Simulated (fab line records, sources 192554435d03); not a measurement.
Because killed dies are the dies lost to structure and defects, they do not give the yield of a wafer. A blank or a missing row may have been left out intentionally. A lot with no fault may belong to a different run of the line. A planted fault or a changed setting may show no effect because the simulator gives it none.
Which tool was responsible? / flow n5Finfet / 15 lots with 45 wafers sampled at 5 steps, on a route of 1938 steps

WHAT THE GAUGES SHOWED, per wafer
N5_BEOL_M11_CD_MEAS_18: pitch 140 nm, target cd 70 nm. Usual: cdNm 70.0 nm, standard deviation 0.66.
lot=L541; measured=day 11 09:22; on=cdSem-03; cdNm (nm)=68.6 69.3 69.3; flag=
lot=L543; measured=day 11 15:17; on=cdSem-01; cdNm (nm)=69.5 70.3 69.0; flag=
lot=L545; measured=day 12 09:59; on=cdSem-01; cdNm (nm)=71.0 70.2 70.9; flag=
lot=L548; measured=day 13 12:46; on=cdSem-01; cdNm (nm)=70.7 71.3 70.9; flag=
lot=L547; measured=day 13 13:04; on=cdSem-03; cdNm (nm)=71.6 70.7 71.5; flag=
lot=L550; measured=day 14 23:49; on=cdSem-01; cdNm (nm)=70.1 69.1 69.7; flag=
lot=L551; measured=day 15 15:38; on=cdSem-02; cdNm (nm)=- - -; flag=OFF
lot=L555; measured=day 15 18:30; on=cdSem-02; cdNm (nm)=- - -; flag=OFF
lot=L553; measured=day 16 02:53; on=cdSem-01; cdNm (nm)=- - -; flag=OFF
lot=L554; measured=day 16 03:16; on=cdSem-01; cdNm (nm)=69.3 69.0 70.3; flag=
lot=L559; measured=day 16 10:10; on=cdSem-03; cdNm (nm)=69.0 68.4 69.3; flag=
lot=L561; measured=day 17 01:48; on=cdSem-02; cdNm (nm)=69.3 69.9 70.6; flag=
lot=L560; measured=day 17 02:54; on=cdSem-03; cdNm (nm)=69.1 69.7 70.1; flag=
lot=L563; measured=day 17 10:31; on=cdSem-02; cdNm (nm)=69.9 69.6 69.5; flag=
lot=L564; measured=day 18 14:45; on=cdSem-03; cdNm (nm)=70.3 69.7 70.4; flag=

WHICH TOOL RAN EACH LOT (tool, then ch and the chambers of the sampled wafers, then the start)
lot=L541; N5_BEOL_M11_PECVD_70=pecvd-02 ch 0,1,2, day 11 07:00; N5_BEOL_M11_ETCH_61=rieDiel-02 ch 1,2, day 11 08:55; N5_BEOL_M11_STRIP_67=rieDiel-02 ch 1,2, day 11 09:07; N5_BEOL_M11_HM_OPEN_17=rieMetal-02 ch 1, day 11 09:09
lot=L543; N5_BEOL_M11_PECVD_70=pecvd-03 ch 0,1,2, day 11 13:07; N5_BEOL_M11_ETCH_61=rieDiel-05 ch 0,2,3, day 11 14:47; N5_BEOL_M11_STRIP_67=rieDiel-05 ch 0,2,3, day 11 14:59; N5_BEOL_M11_HM_OPEN_17=rieMetal-01 ch 0,1, day 11 15:05
lot=L545; N5_BEOL_M11_PECVD_70=pecvd-03 ch 0,1,2, day 12 07:55; N5_BEOL_M11_ETCH_61=rieDiel-03 ch 1,2, day 12 09:34; N5_BEOL_M11_STRIP_67=rieDiel-03 ch 1,2, day 12 09:46; N5_BEOL_M11_HM_OPEN_17=rieMetal-02 ch 0,1, day 12 09:49
lot=L548; N5_BEOL_M11_PECVD_70=pecvd-03 ch 1,2, day 13 09:10; N5_BEOL_M11_ETCH_61=rieDiel-03 ch 0,1,2, day 13 12:20; N5_BEOL_M11_STRIP_67=rieDiel-03 ch 0,1,2, day 13 12:32; N5_BEOL_M11_HM_OPEN_17=rieMetal-03 ch 0,1, day 13 12:35
lot=L547; N5_BEOL_M11_PECVD_70=pecvd-02 ch 0,1,2, day 13 10:50; N5_BEOL_M11_ETCH_61=rieDiel-03 ch 0,1,3, day 13 12:38; N5_BEOL_M11_STRIP_67=rieDiel-03 ch 0,1,3, day 13 12:50; N5_BEOL_M11_HM_OPEN_17=rieMetal-02 ch 0,1, day 13 12:53
lot=L550; N5_BEOL_M11_PECVD_70=pecvd-02 ch 0,1, day 14 19:19; N5_BEOL_M11_ETCH_61=rieDiel-03 ch 0,3, day 14 23:23; N5_BEOL_M11_STRIP_67=rieDiel-03 ch 0,3, day 14 23:35; N5_BEOL_M11_HM_OPEN_17=rieMetal-02 ch 0,1, day 14 23:38
lot=L551; N5_BEOL_M11_PECVD_70=pecvd-04 ch 1,2, day 15 13:44; N5_BEOL_M11_ETCH_61=rieDiel-05 ch 0,2,3, day 15 15:13; N5_BEOL_M11_STRIP_67=rieDiel-05 ch 0,2,3, day 15 15:25; N5_BEOL_M11_HM_OPEN_17=rieMetal-01 ch 0,1, day 15 15:29
lot=L555; N5_BEOL_M11_PECVD_70=pecvd-03 ch 0,1, day 15 17:12; N5_BEOL_M11_ETCH_61=rieDiel-05 ch 1,2, day 15 18:05; N5_BEOL_M11_STRIP_67=rieDiel-05 ch 1,2, day 15 18:17; N5_BEOL_M11_HM_OPEN_17=rieMetal-01 ch 0,1, day 15 18:19
lot=L553; N5_BEOL_M11_PECVD_70=pecvd-02 ch 0,1, day 16 01:08; N5_BEOL_M11_ETCH_61=rieDiel-05 ch 2,3, day 16 02:28; N5_BEOL_M11_STRIP_67=rieDiel-05 ch 2,3, day 16 02:40; N5_BEOL_M11_HM_OPEN_17=rieMetal-02 ch 0,1, day 16 02:42
lot=L554; N5_BEOL_M11_PECVD_70=pecvd-03 ch 0,1,2, day 16 01:20; N5_BEOL_M11_ETCH_61=rieDiel-02 ch 1,2,3, day 16 02:50; N5_BEOL_M11_STRIP_67=rieDiel-02 ch 1,2,3, day 16 03:02; N5_BEOL_M11_HM_OPEN_17=rieMetal-01 ch 0,1, day 16 03:04
lot=L559; N5_BEOL_M11_PECVD_70=pecvd-02 ch 0,2, day 16 08:53; N5_BEOL_M11_ETCH_61=rieDiel-05 ch 1,2,3, day 16 09:45; N5_BEOL_M11_STRIP_67=rieDiel-05 ch 1,2,3, day 16 09:57; N5_BEOL_M11_HM_OPEN_17=rieMetal-01 ch 0,1, day 16 10:01
lot=L561; N5_BEOL_M11_PECVD_70=pecvd-03 ch 0,2, day 16 23:21; N5_BEOL_M11_ETCH_61=rieDiel-05 ch 0,1,3, day 17 01:11; N5_BEOL_M11_STRIP_67=rieDiel-05 ch 0,1,3, day 17 01:23; N5_BEOL_M11_HM_OPEN_17=rieMetal-02 ch 0,1, day 17 01:25
lot=L560; N5_BEOL_M11_PECVD_70=pecvd-03 ch 0,1, day 17 01:30; N5_BEOL_M11_ETCH_61=rieDiel-03 ch 0,1,3, day 17 02:29; N5_BEOL_M11_STRIP_67=rieDiel-03 ch 0,1,3, day 17 02:41; N5_BEOL_M11_HM_OPEN_17=rieMetal-02 ch 0,1, day 17 02:43
lot=L563; N5_BEOL_M11_PECVD_70=pecvd-03 ch 0,1,2, day 17 07:45; N5_BEOL_M11_ETCH_61=rieDiel-02 ch 0,2, day 17 09:59; N5_BEOL_M11_STRIP_67=rieDiel-02 ch 0,2, day 17 10:11; N5_BEOL_M11_HM_OPEN_17=rieMetal-03 ch 0,1, day 17 10:14
lot=L564; N5_BEOL_M11_PECVD_70=pecvd-02 ch 0,2, day 18 12:59; N5_BEOL_M11_ETCH_61=rieDiel-02 ch 0,1, day 18 14:20; N5_BEOL_M11_STRIP_67=rieDiel-02 ch 0,1, day 18 14:32; N5_BEOL_M11_HM_OPEN_17=rieMetal-02 ch 0,1, day 18 14:34
- N5_BEOL_M11_PECVD_70: deposits SiO2 from TEOS/O2, target thk 20 nm, time 22.7 s.
- N5_BEOL_M11_ETCH_61: etches SiARC in CF4, target depth 39 nm, time 65 s.
- N5_BEOL_M11_STRIP_67: strips in CF4.
- N5_BEOL_M11_HM_OPEN_17: chemistry Cl2/BCl3, target TiN, target depth 20 nm, overetch 6 nm.

AS READ BY THE TOOLS THEMSELVES (means over the sampled wafers that have a number; for cases with no such wafer, the mark the record gives instead)
N5_BEOL_M11_PECVD_70. Usual: heaterPowerOuterW 452 W, standard deviation 55; heaterPowerW 764 W, standard deviation 110; showerheadPlenumPTorr 8.75 Torr, standard deviation 0.054; throttleValvePct 22.2 %, standard deviation 1.2.
lot=L541; tool=pecvd-02; heaterPowerOuterW (W)=411; heaterPowerW (W)=719; showerheadPlenumPTorr (Torr)=8.78; throttleValvePct (%)=22.5; flag=
lot=L543; tool=pecvd-03; heaterPowerOuterW (W)=468; heaterPowerW (W)=771; showerheadPlenumPTorr (Torr)=8.73; throttleValvePct (%)=21.6; flag=
lot=L545; tool=pecvd-03; heaterPowerOuterW (W)=447; heaterPowerW (W)=740; showerheadPlenumPTorr (Torr)=8.75; throttleValvePct (%)=21.6; flag=
lot=L548; tool=pecvd-03; heaterPowerOuterW (W)=486; heaterPowerW (W)=831; showerheadPlenumPTorr (Torr)=8.75; throttleValvePct (%)=21.5; flag=
lot=L547; tool=pecvd-02; heaterPowerOuterW (W)=421; heaterPowerW (W)=741; showerheadPlenumPTorr (Torr)=8.79; throttleValvePct (%)=22.6; flag=
lot=L550; tool=pecvd-02; heaterPowerOuterW (W)=422; heaterPowerW (W)=715; showerheadPlenumPTorr (Torr)=8.79; throttleValvePct (%)=23.0; flag=
lot=L551; tool=pecvd-04; heaterPowerOuterW (W)=490; heaterPowerW (W)=783; showerheadPlenumPTorr (Torr)=8.73; throttleValvePct (%)=23.9; flag=
lot=L555; tool=pecvd-03; heaterPowerOuterW (W)=467; heaterPowerW (W)=739; showerheadPlenumPTorr (Torr)=8.71; throttleValvePct (%)=21.5; flag=
lot=L553; tool=pecvd-02; heaterPowerOuterW (W)=415; heaterPowerW (W)=738; showerheadPlenumPTorr (Torr)=8.78; throttleValvePct (%)=23.1; flag=
lot=L554; tool=pecvd-03; heaterPowerOuterW (W)=467; heaterPowerW (W)=775; showerheadPlenumPTorr (Torr)=8.74; throttleValvePct (%)=21.7; flag=
lot=L559; tool=pecvd-02; heaterPowerOuterW (W)=407; heaterPowerW (W)=760; showerheadPlenumPTorr (Torr)=8.82; throttleValvePct (%)=22.9; flag=
lot=L561; tool=pecvd-03; heaterPowerOuterW (W)=452; heaterPowerW (W)=807; showerheadPlenumPTorr (Torr)=8.75; throttleValvePct (%)=21.7; flag=
lot=L560; tool=pecvd-03; heaterPowerOuterW (W)=417; heaterPowerW (W)=673; showerheadPlenumPTorr (Torr)=8.71; throttleValvePct (%)=21.8; flag=
lot=L563; tool=pecvd-03; heaterPowerOuterW (W)=492; heaterPowerW (W)=819; showerheadPlenumPTorr (Torr)=8.73; throttleValvePct (%)=21.6; flag=
lot=L564; tool=pecvd-02; heaterPowerOuterW (W)=482; heaterPowerW (W)=826; showerheadPlenumPTorr (Torr)=8.78; throttleValvePct (%)=22.2; flag=

N5_BEOL_M11_ETCH_61. Usual: drypumpMotorCurrentA 5.6 A, standard deviation 0.49; etchRfOnTimeS 65.3 s, standard deviation 1.7; oesProductAu 0.70 a.u., standard deviation 0.088; rfVppV 184.4 V, standard deviation 1.2; showerheadPlenumPTorr 2.16 Torr, standard deviation 0.071; throttleValvePct 15.45 %, standard deviation 0.25.
lot=L541; tool=rieDiel-02; drypumpMotorCurrentA (A)=6.1; etchRfOnTimeS (s)=67.2; oesProductAu (a.u.)=0.62; rfVppV (V)=183.3; showerheadPlenumPTorr (Torr)=2.11; throttleValvePct (%)=15.70; flag=
lot=L543; tool=rieDiel-05; drypumpMotorCurrentA (A)=5.4; etchRfOnTimeS (s)=64.6; oesProductAu (a.u.)=0.74; rfVppV (V)=184.5; showerheadPlenumPTorr (Torr)=2.19; throttleValvePct (%)=15.49; flag=
lot=L545; tool=rieDiel-03; drypumpMotorCurrentA (A)=5.9; etchRfOnTimeS (s)=65.4; oesProductAu (a.u.)=0.80; rfVppV (V)=185.0; showerheadPlenumPTorr (Torr)=2.15; throttleValvePct (%)=15.10; flag=
lot=L548; tool=rieDiel-03; drypumpMotorCurrentA (A)=5.7; etchRfOnTimeS (s)=65.1; oesProductAu (a.u.)=0.71; rfVppV (V)=185.5; showerheadPlenumPTorr (Torr)=2.15; throttleValvePct (%)=15.31; flag=
lot=L547; tool=rieDiel-03; drypumpMotorCurrentA (A)=5.5; etchRfOnTimeS (s)=64.2; oesProductAu (a.u.)=0.68; rfVppV (V)=183.8; showerheadPlenumPTorr (Torr)=2.15; throttleValvePct (%)=15.43; flag=
lot=L550; tool=rieDiel-03; drypumpMotorCurrentA (A)=5.1; etchRfOnTimeS (s)=64.8; oesProductAu (a.u.)=0.61; rfVppV (V)=184.1; showerheadPlenumPTorr (Torr)=2.18; throttleValvePct (%)=15.65; flag=
lot=L551; tool=rieDiel-05; drypumpMotorCurrentA (A)=5.4; etchRfOnTimeS (s)=64.8; oesProductAu (a.u.)=0.78; rfVppV (V)=184.6; showerheadPlenumPTorr (Torr)=2.18; throttleValvePct (%)=15.37; flag=
lot=L555; tool=rieDiel-05; drypumpMotorCurrentA (A)=5.5; etchRfOnTimeS (s)=63.1; oesProductAu (a.u.)=0.76; rfVppV (V)=185.9; showerheadPlenumPTorr (Torr)=2.26; throttleValvePct (%)=15.40; flag=
lot=L553; tool=rieDiel-05; drypumpMotorCurrentA (A)=5.4; etchRfOnTimeS (s)=64.8; oesProductAu (a.u.)=0.79; rfVppV (V)=185.9; showerheadPlenumPTorr (Torr)=2.24; throttleValvePct (%)=15.34; flag=
lot=L554; tool=rieDiel-02; drypumpMotorCurrentA (A)=6.0; etchRfOnTimeS (s)=68.1; oesProductAu (a.u.)=0.59; rfVppV (V)=184.1; showerheadPlenumPTorr (Torr)=2.09; throttleValvePct (%)=15.77; flag=
lot=L559; tool=rieDiel-05; drypumpMotorCurrentA (A)=5.3; etchRfOnTimeS (s)=64.1; oesProductAu (a.u.)=0.76; rfVppV (V)=185.5; showerheadPlenumPTorr (Torr)=2.23; throttleValvePct (%)=15.36; flag=
lot=L561; tool=rieDiel-05; drypumpMotorCurrentA (A)=5.3; etchRfOnTimeS (s)=65.6; oesProductAu (a.u.)=0.73; rfVppV (V)=184.6; showerheadPlenumPTorr (Torr)=2.17; throttleValvePct (%)=15.40; flag=
lot=L560; tool=rieDiel-03; drypumpMotorCurrentA (A)=5.5; etchRfOnTimeS (s)=64.9; oesProductAu (a.u.)=0.73; rfVppV (V)=183.9; showerheadPlenumPTorr (Torr)=2.15; throttleValvePct (%)=15.31; flag=
lot=L563; tool=rieDiel-02; drypumpMotorCurrentA (A)=5.4; etchRfOnTimeS (s)=66.8; oesProductAu (a.u.)=0.64; rfVppV (V)=184.0; showerheadPlenumPTorr (Torr)=2.18; throttleValvePct (%)=15.38; flag=
lot=L564; tool=rieDiel-02; drypumpMotorCurrentA (A)=5.5; etchRfOnTimeS (s)=64.2; oesProductAu (a.u.)=0.70; rfVppV (V)=183.6; showerheadPlenumPTorr (Torr)=2.14; throttleValvePct (%)=15.35; flag=

N5_BEOL_M11_STRIP_67. Usual: drypumpMotorCurrentA 5.6 A, standard deviation 0.48; oesProductAu 0.83 a.u., standard deviation 0.096; rfVppV 271.4 V, standard deviation 1.6; showerheadPlenumPTorr 1.81 Torr, standard deviation 0.058; throttleValvePct 13.43 %, standard deviation 0.27.
lot=L541; tool=rieDiel-02; drypumpMotorCurrentA (A)=6.2; oesProductAu (a.u.)=0.74; rfVppV (V)=270.7; showerheadPlenumPTorr (Torr)=1.77; throttleValvePct (%)=13.70; flag=
lot=L543; tool=rieDiel-05; drypumpMotorCurrentA (A)=5.3; oesProductAu (a.u.)=0.85; rfVppV (V)=271.7; showerheadPlenumPTorr (Torr)=1.83; throttleValvePct (%)=13.45; flag=
lot=L545; tool=rieDiel-03; drypumpMotorCurrentA (A)=5.8; oesProductAu (a.u.)=0.93; rfVppV (V)=271.8; showerheadPlenumPTorr (Torr)=1.80; throttleValvePct (%)=13.05; flag=
lot=L548; tool=rieDiel-03; drypumpMotorCurrentA (A)=5.7; oesProductAu (a.u.)=0.84; rfVppV (V)=271.4; showerheadPlenumPTorr (Torr)=1.80; throttleValvePct (%)=13.28; flag=
lot=L547; tool=rieDiel-03; drypumpMotorCurrentA (A)=5.5; oesProductAu (a.u.)=0.79; rfVppV (V)=271.4; showerheadPlenumPTorr (Torr)=1.80; throttleValvePct (%)=13.40; flag=
lot=L550; tool=rieDiel-03; drypumpMotorCurrentA (A)=5.1; oesProductAu (a.u.)=0.72; rfVppV (V)=271.6; showerheadPlenumPTorr (Torr)=1.83; throttleValvePct (%)=13.65; flag=
lot=L551; tool=rieDiel-05; drypumpMotorCurrentA (A)=5.3; oesProductAu (a.u.)=0.91; rfVppV (V)=272.3; showerheadPlenumPTorr (Torr)=1.83; throttleValvePct (%)=13.31; flag=
lot=L555; tool=rieDiel-05; drypumpMotorCurrentA (A)=5.5; oesProductAu (a.u.)=0.87; rfVppV (V)=273.5; showerheadPlenumPTorr (Torr)=1.90; throttleValvePct (%)=13.35; flag=
lot=L553; tool=rieDiel-05; drypumpMotorCurrentA (A)=5.4; oesProductAu (a.u.)=0.91; rfVppV (V)=273.3; showerheadPlenumPTorr (Torr)=1.88; throttleValvePct (%)=13.29; flag=
lot=L554; tool=rieDiel-02; drypumpMotorCurrentA (A)=6.0; oesProductAu (a.u.)=0.71; rfVppV (V)=270.1; showerheadPlenumPTorr (Torr)=1.76; throttleValvePct (%)=13.78; flag=
lot=L559; tool=rieDiel-05; drypumpMotorCurrentA (A)=5.3; oesProductAu (a.u.)=0.88; rfVppV (V)=273.6; showerheadPlenumPTorr (Torr)=1.86; throttleValvePct (%)=13.31; flag=
lot=L561; tool=rieDiel-05; drypumpMotorCurrentA (A)=5.3; oesProductAu (a.u.)=0.86; rfVppV (V)=271.6; showerheadPlenumPTorr (Torr)=1.81; throttleValvePct (%)=13.36; flag=
lot=L560; tool=rieDiel-03; drypumpMotorCurrentA (A)=5.5; oesProductAu (a.u.)=0.86; rfVppV (V)=270.4; showerheadPlenumPTorr (Torr)=1.80; throttleValvePct (%)=13.27; flag=
lot=L563; tool=rieDiel-02; drypumpMotorCurrentA (A)=5.4; oesProductAu (a.u.)=0.76; rfVppV (V)=271.9; showerheadPlenumPTorr (Torr)=1.83; throttleValvePct (%)=13.42; flag=
lot=L564; tool=rieDiel-02; drypumpMotorCurrentA (A)=5.5; oesProductAu (a.u.)=0.82; rfVppV (V)=270.8; showerheadPlenumPTorr (Torr)=1.79; throttleValvePct (%)=13.34; flag=

N5_BEOL_M11_HM_OPEN_17. Usual: bcl3FlowSccm 21.75 sccm, standard deviation 0.057; biasW 126.0 W, standard deviation 0.34; drypumpMotorCurrentA 5.9 A, standard deviation 0.59; oes_ar_750_au 0.78 a.u., standard deviation 0.087; oesProductAu 0.67 a.u., standard deviation 0.061; throttleValvePct 22.09 %, standard deviation 0.2.
lot=L541; tool=rieMetal-02; bcl3FlowSccm (sccm)=21.76; biasW (W)=125.9; drypumpMotorCurrentA (A)=5.6; oes_ar_750_au (a.u.)=0.68; oesProductAu (a.u.)=0.59; throttleValvePct (%)=22.44; flag=
lot=L543; tool=rieMetal-01; bcl3FlowSccm (sccm)=21.71; biasW (W)=126.1; drypumpMotorCurrentA (A)=5.4; oes_ar_750_au (a.u.)=0.74; oesProductAu (a.u.)=0.65; throttleValvePct (%)=22.07; flag=
lot=L545; tool=rieMetal-02; bcl3FlowSccm (sccm)=21.79; biasW (W)=126.1; drypumpMotorCurrentA (A)=5.9; oes_ar_750_au (a.u.)=0.77; oesProductAu (a.u.)=0.65; throttleValvePct (%)=22.28; flag=
lot=L548; tool=rieMetal-03; bcl3FlowSccm (sccm)=21.75; biasW (W)=126.0; drypumpMotorCurrentA (A)=6.4; oes_ar_750_au (a.u.)=0.79; oesProductAu (a.u.)=0.70; throttleValvePct (%)=21.95; flag=
lot=L547; tool=rieMetal-02; bcl3FlowSccm (sccm)=21.76; biasW (W)=125.9; drypumpMotorCurrentA (A)=6.2; oes_ar_750_au (a.u.)=0.84; oesProductAu (a.u.)=0.70; throttleValvePct (%)=22.11; flag=
lot=L550; tool=rieMetal-02; bcl3FlowSccm (sccm)=21.77; biasW (W)=126.0; drypumpMotorCurrentA (A)=6.2; oes_ar_750_au (a.u.)=0.84; oesProductAu (a.u.)=0.69; throttleValvePct (%)=22.12; flag=
lot=L551; tool=rieMetal-01; bcl3FlowSccm (sccm)=-; biasW (W)=-; drypumpMotorCurrentA (A)=-; oes_ar_750_au (a.u.)=-; oesProductAu (a.u.)=-; throttleValvePct (%)=-; flag=OFF
lot=L555; tool=rieMetal-01; bcl3FlowSccm (sccm)=-; biasW (W)=-; drypumpMotorCurrentA (A)=-; oes_ar_750_au (a.u.)=-; oesProductAu (a.u.)=-; throttleValvePct (%)=-; flag=OFF
lot=L553; tool=rieMetal-02; bcl3FlowSccm (sccm)=-; biasW (W)=-; drypumpMotorCurrentA (A)=-; oes_ar_750_au (a.u.)=-; oesProductAu (a.u.)=-; throttleValvePct (%)=-; flag=OFF
lot=L554; tool=rieMetal-01; bcl3FlowSccm (sccm)=21.77; biasW (W)=125.8; drypumpMotorCurrentA (A)=5.2; oes_ar_750_au (a.u.)=0.73; oesProductAu (a.u.)=0.63; throttleValvePct (%)=22.05; flag=
lot=L559; tool=rieMetal-01; bcl3FlowSccm (sccm)=21.71; biasW (W)=125.9; drypumpMotorCurrentA (A)=5.2; oes_ar_750_au (a.u.)=0.72; oesProductAu (a.u.)=0.64; throttleValvePct (%)=22.05; flag=
lot=L561; tool=rieMetal-02; bcl3FlowSccm (sccm)=21.70; biasW (W)=126.2; drypumpMotorCurrentA (A)=5.9; oes_ar_750_au (a.u.)=0.74; oesProductAu (a.u.)=0.63; throttleValvePct (%)=22.30; flag=
lot=L560; tool=rieMetal-02; bcl3FlowSccm (sccm)=21.70; biasW (W)=125.7; drypumpMotorCurrentA (A)=5.9; oes_ar_750_au (a.u.)=0.74; oesProductAu (a.u.)=0.63; throttleValvePct (%)=22.30; flag=
lot=L563; tool=rieMetal-03; bcl3FlowSccm (sccm)=21.80; biasW (W)=126.0; drypumpMotorCurrentA (A)=6.4; oes_ar_750_au (a.u.)=0.77; oesProductAu (a.u.)=0.69; throttleValvePct (%)=21.95; flag=
lot=L564; tool=rieMetal-02; bcl3FlowSccm (sccm)=21.76; biasW (W)=126.0; drypumpMotorCurrentA (A)=5.9; oes_ar_750_au (a.u.)=0.73; oesProductAu (a.u.)=0.61; throttleValvePct (%)=22.32; flag=

THE ANSWER, worked out from the rows above alone
Rule: lot off if the mean of its wafers having a number is beyond 3 standard deviations from the usual mean. Also off: a lot with no number at a reading for which 4 or more lots have one. The other lots that the step has rows for count as sound. The gauges are gone through in route order, then the tools' own readings, and for those a lot's mean is taken as printed above. At the first step where some lot is off, the reading lying furthest off is the one used; lots without a number count as furthest.
Off: L551, L555, L553, at N5_BEOL_M11_CD_MEAS_18 (cdNm). Without a number there: L551, L555, L553.
If a tool, at a process step before that reading, ran all the lots that are off and no sound lot after the first of them, it fits. The gauges at N5_BEOL_M11_CD_MEAS_18 aren't tried: what is off there is off at N5_BEOL_M11_HM_OPEN_17 too, on other tools, and a gauge's error can't cause that. No candidate that was tried fits.

WHAT THE SIMULATOR HAD INSERTED
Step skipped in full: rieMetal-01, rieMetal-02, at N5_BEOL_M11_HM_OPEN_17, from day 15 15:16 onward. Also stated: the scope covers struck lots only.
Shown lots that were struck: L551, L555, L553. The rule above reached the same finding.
